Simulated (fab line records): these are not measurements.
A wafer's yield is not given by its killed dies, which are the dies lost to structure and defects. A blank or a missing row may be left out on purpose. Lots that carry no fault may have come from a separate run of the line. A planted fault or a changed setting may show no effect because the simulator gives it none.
Matching of chambers | flow nand_harc | 3 sister chambers for NHARC_A_SLIT_DEP_23 on pecvd-02
The step deposits SiON, target thk 100 nm. 3 wafers are shown with their chamber, then 7 later ones without.

== WAFERS PAIRED WITH THEIR CHAMBERS ==
wafer  | chamber | heater_power_w (W)
L084.2 | 2       | 717
L086.1 | 1       | 798
L086.2 | 0       | 885

== WAFERS WITHOUT THEIR CHAMBER ==
wafer  | heater_power_w (W)
L086.6 | 881
L092.2 | 631
L092.3 | 813
L092.4 | 882
L093.1 | 828
L093.3 | 863
L093.6 | 823

== THE CHAMBER EACH PASSED THROUGH ==
wafer  | from the rows above     | in truth
L086.6 | 0                       | 0
L092.2 | 2                       | 2
L092.3 | can't be placed: 1 or 0 | 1
L092.4 | 0                       | 0
L093.1 | can't be placed: 1 or 0 | 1
L093.3 | can't be placed: 0 or 1 | 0
L093.6 | can't be placed: 1 or 0 | 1
Correct placement for 3 of the 7. Cannot be placed on the basis of these rows: 4; the candidates contain the true chamber in 4. 0 placed wrongly.
How it was worked out, from the rows above alone: a wafer's distance from a chamber is the root of the sum, over the readings, of the square of ((its reading less the chamber's mean) divided by the reading's scatter). The wafer belongs to the nearest chamber; if the next one is less than 2 further off, it can't be placed. The mean given for a chamber averages the wafers shown for that chamber. The scatter: root of mean squared gap, hidden wafer to nearest shown wafer, with one shown wafer a chamber.
